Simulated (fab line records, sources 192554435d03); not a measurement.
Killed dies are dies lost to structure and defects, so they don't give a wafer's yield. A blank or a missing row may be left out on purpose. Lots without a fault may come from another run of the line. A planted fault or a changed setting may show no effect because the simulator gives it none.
A struck lot beside a sound one | flow n5_finfet | 31 steps out of a route of 1938
Sound: wafers L228.2, L228.4, L228.5. Struck: wafers L229.1, L229.3, L229.6. The cause comes at the end.
At each step with rows: each side's tool, then ch and its chambers, then its first start. Under that, the readings that differ: sound wafers | struck wafers | difference of the means | sigmas: that difference in standard deviations of wafers without a fault.
alike: readings whose means differ by less than 2 such deviations, and words and numbers that are the same on both sides. not compared: withheld readings, readings that some wafer has no value for, bounds like >300 that may hide the same value, and numbers for which the record gives no deviation and whose values overlap.
The two part at a step that has a row with sigmas, a row that says differs or no value, or rows on one side only. Numbers that don't overlap but have no deviation are shown without sigmas and don't part them. A reading that every wafer of one side lacks parts them only if that side has two wafers or more.

first, 10 steps without rows for these wafers: N5_FIN_CUT_STRIP_22 (strips in N2/H2); N5_FIN_CUT_PRECLEAN_36 (cleans in O3/DIW, time 60 s); N5_FIN_CUT_SRD_32 (time 30 s); N5_FIN_CUT_UV_OZONE_34 (time 120 s); N5_STI_FIN_REVEAL_ALD_00 (deposits SiO2, target thk 1 nm, pulse time 1 s); N5_STI_FIN_REVEAL_ALD_14 (deposits Si3N4, target thk 3 nm); N5_STI_FIN_REVEAL_FCVD_FILL_01 (material SiO2 flowable, target thk 312 nm, time 512.2 s); N5_STI_FIN_REVEAL_DENSIFY_02 (time 1800 s); N5_STI_FIN_REVEAL_CMP_04 (polishes, stops on Si3N4, t overpolish 4 s, target thk 131.83 nm); N5_STI_FIN_REVEAL_DENSIFY_30.
N5_STI_FIN_REVEAL_ETCHBACK_08: etches SiO2 in C4F6/O2, target depth 30.5 nm, time 10.167 s.
  sound on rie_diel-01 ch 0,1,3, day 5 18:04; struck on rie_diel-01 ch 0,2, day 5 23:26
  no value came back on the struck wafers for any of 8 readings (C4F6_flow_sccm (sccm), O2_flow_sccm (sccm) and others); on the sound wafers C4F6_flow_sccm (sccm) reads 10.020 9.995 9.958
  not compared: rf_hours_counter_h
then, 16 steps without rows for these wafers: N5_STI_FIN_REVEAL_STRIP_24 (strips in N2/H2, time 90 s); N5_STI_FIN_REVEAL_PRECLEAN_25 (cleans in SPM, time 90 s); N5_STI_FIN_REVEAL_PRECLEAN_26 (cleans in SC1, time 45 s); N5_STI_FIN_REVEAL_PRECLEAN_29 (cleans in DHF, time 30 s); N5_STI_FIN_REVEAL_SRD_12 (time 30 s); N5_STI_FIN_REVEAL_RECESS_09 (chemistry HF/NH3, target SiO2, afs cycles 11, target depth 42.5 nm, sublimation time 60 s); N5_STI_FIN_REVEAL_STRIP_16 (strips SiNx in H3PO4, target depth 23.8 nm); N5_STI_FIN_REVEAL_PRECLEAN_17 (cleans in NF3:NH3, afs cycles 1, time 20 s, sublimation time 60 s); N5_STI_FIN_REVEAL_ETCH_34 (etches Si in H2, material Si, target depth 0.97 nm); N5_STI_FIN_REVEAL_OXIDATION_31 (chemistry O2 PLASMA REMOTE, time 20 s); N5_STI_FIN_REVEAL_PRECLEAN_32 (cleans in NF3:NH3, afs cycles 1, time 20 s, sublimation time 60 s); N5_STI_FIN_REVEAL_STRIP_35 (strips Si3N4 in H3PO4, target depth 4 nm, time 39 s); N5_STI_FIN_REVEAL_SRD_21 (time 30 s); N5_STI_FIN_REVEAL_OXIDATION_33 (chemistry O2 PLASMA REMOTE, time 20 s); N5_STI_FIN_REVEAL_CLEAN_19 (cleans in O3/DIW, time 120 s); N5_STI_FIN_REVEAL_SRD_23 (time 30 s).
N5_STI_FIN_REVEAL_FIN_H_MEAS_10:
  sound on ocd-01, day 5 21:01; struck on ocd-01, day 6 02:24
  reading              | sound          | struck         | difference | sigmas
  trench_depth_nm (nm) | 52.5 51.1 52.3 | 22.4 21.7 21.7 | -30.0      | -43
then, 1 step without rows for these wafers: N5_STI_FIN_REVEAL_PRECLEAN_18 (cleans in SC2, time 45 s).
N5_BEOL_M4_RC_MEAS_101:
  the record has rows for the sound wafers here (prober-01 ch 0, day 11 10:16) and none for the struck ones
-- the record jumps here: 10 days lie between the struck wafers' starts before and after (it left off in module BEOL_M4 and takes up again in module PASSIVATION, whose first step shown is number 1936 of the route) --
N5_PASSIVATION_PROBE_49:
  sound on prober-02, day 15 17:19; struck on prober-01, day 15 22:34
  reading                  | sound | struck         | difference | sigmas
  defect_limited_yield (%) | 90.9  | 0 0 0          | -91        | -65
  killed_at_contacts       | 23    | 6 9 3          | -17        | -3
  killed_at_front_end      | 41    | 1108 1126 1134 | +1082      | +98
  killed_at_other          | 11    | 5 3 0          | -8         | -2
  killed_dies              | 107   | 1180 1180 1180 | +1073      | +63
  killed_on_rim            | 14    | 152 152 152    | +138       | +39
  sort_bin_5_function (%)  | 5.8   | 96.0 96.6 95.3 | +90.2      | +99 or more
  sort_n_pass              | 1073  | 0 0 0          | -1073      | -63
  sort_yield_pct (%)       | 90.9  | 0 0 0          | -91        | -65
  alike: killed_at_M0_to_M3, killed_at_M4_up, killed_open, killed_short, sort_bin_6_memory

WHERE THEY PART
First at N5_STI_FIN_REVEAL_ETCHBACK_08; last, within this record, at N5_PASSIVATION_PROBE_49.

WHY: what the simulator had put in
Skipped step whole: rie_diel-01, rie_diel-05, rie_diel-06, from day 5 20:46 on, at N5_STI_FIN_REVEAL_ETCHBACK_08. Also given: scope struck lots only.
